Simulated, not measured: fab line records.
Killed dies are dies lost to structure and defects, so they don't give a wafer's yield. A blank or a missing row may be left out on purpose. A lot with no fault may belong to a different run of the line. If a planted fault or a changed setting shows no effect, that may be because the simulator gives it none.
8D (eight disciplines) problem report, filled in by code | flow nandHarc | the parts of the form that need people (team, actions taken, sign-off) are left out

1. WHAT IS WRONG
At NHARC_END_SORT_01, killedAtArray averages 673 over 3 wafers from 2 lots, while fault-free wafers read 46, standard deviation 15. Measured from the usual mean, that is +42 standard deviations.
The first sign was on wafer L919.5 at day 30 13:29, on prober-02. At this step, 8 wafers from 3 lots have a number in the record. By rule, "out" or "out of limits" means more than 4 standard deviations away from the usual mean. Any other wafer with a number is counted as sound.

2. WHAT THIS IS AND IS NOT
question                    | is                        | is not
which readings at this step | killedAtArray, killedDies | killedAtOther, killedAtPeriphery, killedOpen, killedShort
which lots                  | L919, L921                | L907
which wafers of those lots  | L919.5, L921.2, L921.5    | L919.3, L921.1
read on which gauges        | prober-02                 | prober-01
when                        | from day 30 13:29         | up to then (4 sound wafers); but 1 sound wafer of L921 came after

3. THE SUSPECTS, EACH WITH WHAT RULES IT OUT
Counting: if a tool at a process step up to the reading ran every lot that is out, it stays a suspect. Sound lots after the first of them don't rule it out here, since some wafers of a struck lot are sound.
- the gauge at NHARC_END_SORT_01: kept. All the wafers that are out were read on prober-02, and no step on other tools shows them out.
- aldMetal-04 at NHARC_A_WL_FILL_ALD_02 (deposits TiN, target thk 2 nm, pulse time 3 s, ald cycles 100): kept. It ran every lot that is out, first L919 (day 26 04:08).
- cvdW-02 at NHARC_A_WL_FILL_CVD_03 (deposits W, target thk 40 nm, time 279 s): kept. It ran every lot that is out, first L919 (day 26 04:38).
Still standing after the count: aldMetal-04 at NHARC_A_WL_FILL_ALD_02, cvdW-02 at NHARC_A_WL_FILL_CVD_03, prober-02 at NHARC_END_SORT_01.

4. THE CAUSE (what the simulator had put in)
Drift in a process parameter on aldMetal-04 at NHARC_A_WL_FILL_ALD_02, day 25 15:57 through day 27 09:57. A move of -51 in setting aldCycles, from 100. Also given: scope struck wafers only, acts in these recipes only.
3 suspects survive the count, and this tool is in that group.

5. THE EFFECT CHAIN, in route order
Each row: a reading where the mean over the struck wafers with a number is more than 3 standard deviations away from the usual. Only readings whose record carries a usual standard deviation are examined. hours: median over the lots of the time between each lot's start at the first step of this table that gives one and its start at this step. sigmas: the change, counted in usual standard deviations.
hours | step              | reading       | usual | on struck wafers | change | sigmas
0     | NHARC_END_SORT_01 | killedAtArray | 46    | 673              | +627   | +42
0     | NHARC_END_SORT_01 | killedDies    | 50    | 677              | +627   | +42

6. HOW IT WOULD HAVE BEEN CAUGHT EARLIER
118 hours passed between the start of the fault at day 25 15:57 and the first reading out of limits at a measuring or inspecting step in this record, taken at day 30 13:29.
An alarm limit of 4 standard deviations would not have fired on the tool readings at NHARC_A_WL_FILL_ALD_02 for which the record gives a usual standard deviation, since none of them was out on any struck wafer.
Lots out: 2; all had begun NHARC_A_WL_FILL_ALD_02 on aldMetal-04 by day 30 13:29. A hold on the tool at that time would have spared none of them.
